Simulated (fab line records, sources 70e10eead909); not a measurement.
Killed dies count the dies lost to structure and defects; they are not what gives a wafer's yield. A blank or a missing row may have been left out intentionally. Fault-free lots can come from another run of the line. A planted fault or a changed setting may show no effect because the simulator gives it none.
Which of the tools did it?    flow nand-harc    Sampling: 13 lots, 39 wafers, 5 of 1302 route steps

WHAT THE GAUGES READ, wafer by wafer
NHARC_A_ONON_D2_THK_MEAS_21: measures by ellipsometry. Usual: thk-nm 999 nm, standard deviation 10.
lot   measured      on             thk-nm (nm)     flag
L568  day 13 01:54  film-metro-02  995 995 996     
L569  day 13 01:54  film-metro-01  1006 1007 1007  
L570  day 13 20:25  film-metro-02  999 998 999     
L578  day 17 03:19  film-metro-01  625 624 623     OFF
L580  day 17 18:36  film-metro-02  1008 1008 1007  
L582  day 18 18:04  film-metro-02  985 983 983     
L584  day 19 21:32  film-metro-01  990 991 992     
L585  day 20 07:11  film-metro-02  985 985 985     
L587  day 20 13:23  film-metro-02  1009 1010 1010  
L588  day 21 11:40  film-metro-02  987 986 988     
L589  day 21 11:40  film-metro-01  989 988 989     
L590  day 22 02:39  film-metro-01  1004 1002 1002  
L591  day 22 15:41  film-metro-02  1016 1017 1018  

NHARC_A_CHANNEL_HOLE_D2_OVL_MEAS_11. Usual: overlay-x-nm 0.0 nm, standard deviation 0.83; overlay-y-nm 0.3 nm, standard deviation 0.69.
lot   measured      on          overlay-x-nm (nm)  overlay-y-nm (nm)  flag
L568  day 13 06:56  overlay-01  2.0 1.6 0.9        1.4 1.5 1.3        
L569  day 13 07:06  overlay-01  0.6 0.1 0.1        0.0 0.1 -0.4       
L570  day 14 06:13  overlay-01  0.4 0.4 0.3        -0.7 -0.4 0.0      
L580  day 18 01:58  overlay-01  0.0 0.0 0.4        -0.5 -0.3 -0.6     
L582  day 19 02:07  overlay-02  -0.4 -0.8 -0.5     0.4 0.3 0.7        
L584  day 20 06:17  overlay-01  -1.1 -1.0 -0.9     0.1 0.3 0.5        
L585  day 20 12:56  overlay-02  -0.6 -0.5 -0.6     0.8 0.7 0.7        
L587  day 20 18:31  overlay-02  0.8 0.9 1.0        1.5 1.8 2.0        
L588  day 21 18:18  overlay-02  -0.3 -0.7 0.1      -0.4 0.2 -0.1      
L589  day 21 18:44  overlay-02  -1.5 -1.6 -1.4     0.4 0.2 0.5        
L590  day 22 07:37  overlay-02  0.8 0.2 0.9        0.1 -0.3 0.3       
L591  day 23 00:01  overlay-01  0.8 1.1 1.0        -0.2 0.2 -0.1      

TOOL THAT RAN EACH LOT (tool first, then ch and the chambers of the sampled wafers, then the start)
lot   NHARC_A_CHANNEL_FILL_D1_ALD_15                  NHARC_A_CHANNEL_FILL_D1_ETCHBACK_20  NHARC_A_ONON_D2_DEP_19
L568  ald-sin-batch-01 ch 0, day 10 02:41 or earlier  rie-diel-04 ch 1,2,3, day 10 02:41   pecvd-onon-04 ch 0, day 13 01:23
L569  ald-sin-batch-03 ch 0, day 10 07:02 or earlier  rie-diel-06 ch 1,2,3, day 10 07:02   pecvd-onon-02 ch 0, day 13 01:23
L570  ald-sin-batch-02 ch 0, day 10 22:03 or earlier  rie-diel-06 ch 0,2,3, day 10 22:03   pecvd-onon-04 ch 0, day 13 19:58
L578  ald-sin-batch-03 ch 0, day 14 03:47 or earlier  rie-diel-04 ch 0,2,3, day 14 03:47   pecvd-onon-04 ch 0, day 17 02:52
L580  ald-sin-batch-02 ch 0, day 14 19:06 or earlier  rie-diel-05 ch 0,2,3, day 14 19:06   pecvd-onon-03 ch 0, day 17 18:08
L582  ald-sin-batch-03 ch 0, day 15 22:24 or earlier  rie-diel-06 ch 1,2,3, day 15 22:24   pecvd-onon-02 ch 0, day 18 17:41
L584  ald-sin-batch-03 ch 0, day 16 18:13 or earlier  rie-diel-04 ch 0,2,3, day 16 18:13   pecvd-onon-02 ch 0, day 19 21:01
L585  ald-sin-batch-02 ch 0, day 17 08:56 or earlier  rie-diel-05 ch 2,3, day 17 08:56     pecvd-onon-03 ch 0, day 20 06:43
L587  ald-sin-batch-03 ch 0, day 17 17:56 or earlier  rie-diel-04 ch 0,1,2, day 17 17:56   pecvd-onon-02 ch 0, day 20 12:56
L588  ald-sin-batch-03 ch 0, day 18 08:26 or earlier  rie-diel-05 ch 0,1,3, day 18 08:26   pecvd-onon-03 ch 0, day 21 11:09
L589  ald-sin-batch-03 ch 0, day 18 14:07 or earlier  rie-diel-05 ch 2,3, day 18 14:07     pecvd-onon-04 ch 0, day 21 11:16
L590  ald-sin-batch-02 ch 0, day 19 02:11 or earlier  rie-diel-05 ch 1,2, day 19 02:11     pecvd-onon-04 ch 0, day 22 02:08
L591  ald-sin-batch-01 ch 0, day 19 07:52 or earlier  rie-diel-04 ch 0,1,2, day 19 07:52   pecvd-onon-02 ch 0, day 22 15:14
- NHARC_A_CHANNEL_FILL_D1_ALD_15: deposits SiNx, target thk 2 nm, pulse time 60 s, ald cycles 19.
- NHARC_A_CHANNEL_FILL_D1_ETCHBACK_20: etches the open film in C4F8/O2/Ar, target depth 27 nm, time 13.5 s.
- NHARC_A_ONON_D2_DEP_19: target thk 1000 nm.

AS READ BY THE TOOLS THEMSELVES (means over the sampled wafers that have a number; for cases with no such wafer, the mark the record gives instead)
NHARC_A_CHANNEL_FILL_D1_ALD_15. Usual: precursor-pulse-height-rel 1.000, standard deviation 0.021.
lot   tool              precursor-pulse-height-rel  flag
L568  ald-sin-batch-01  1.006                       
L569  ald-sin-batch-03  0.999                       
L570  ald-sin-batch-02  1.010                       
L578  ald-sin-batch-03  1.001                       
L580  ald-sin-batch-02  1.000                       
L582  ald-sin-batch-03  0.979                       
L584  ald-sin-batch-03  0.992                       
L585  ald-sin-batch-02  1.018                       
L587  ald-sin-batch-03  0.984                       
L588  ald-sin-batch-03  0.991                       
L589  ald-sin-batch-03  1.004                       
L590  ald-sin-batch-02  1.016                       
L591  ald-sin-batch-01  0.998                       

NHARC_A_CHANNEL_FILL_D1_ETCHBACK_20. Usual: oes-product-au 0.97 a.u., standard deviation 0.036; rf-vpp-V 978 V, standard deviation 5.3.
lot   tool         oes-product-au (a.u.)  rf-vpp-V (V)  flag
L568  rie-diel-04  1.01                   981           
L569  rie-diel-06  1.00                   977           
L570  rie-diel-06  0.98                   983           
L578  rie-diel-04  0.92                   976           
L580  rie-diel-05  0.91                   976           
L582  rie-diel-06  1.01                   976           
L584  rie-diel-04  0.99                   977           
L585  rie-diel-05  0.94                   974           
L587  rie-diel-04  0.99                   977           
L588  rie-diel-05  0.99                   974           
L589  rie-diel-05  1.00                   977           
L590  rie-diel-05  0.99                   979           
L591  rie-diel-04  0.98                   978           

THE ANSWER, worked out from the rows above alone
Rule: a lot is off if the mean of its wafers that have a number lies more than 3 standard deviations from the usual mean. Also off: a lot with no number at a reading for which 4 or more lots have one. Where the step has rows for the other lots, those lots are counted as sound. After the gauges, taken in route order, come the tools' own readings; for these a lot's mean is taken, as printed above. At the first step where some lot is off, the reading lying furthest off is the one used; lots without a number count as furthest.
Off: L578 (NHARC_A_ONON_D2_THK_MEAS_21, thk-nm).
A tool fits if, at a process step before that reading, it ran every lot that is off, and no sound lot after the first of them. Gauges at NHARC_A_ONON_D2_THK_MEAS_21: tried the same way as those tools. NHARC_A_CHANNEL_FILL_D1_ALD_15 gives no start for some lots, so the hours and the order of its lots are those of NHARC_A_CHANNEL_FILL_D1_ETCHBACK_20. Of those tried, none fits.

WHAT THE SIMULATOR PUT IN
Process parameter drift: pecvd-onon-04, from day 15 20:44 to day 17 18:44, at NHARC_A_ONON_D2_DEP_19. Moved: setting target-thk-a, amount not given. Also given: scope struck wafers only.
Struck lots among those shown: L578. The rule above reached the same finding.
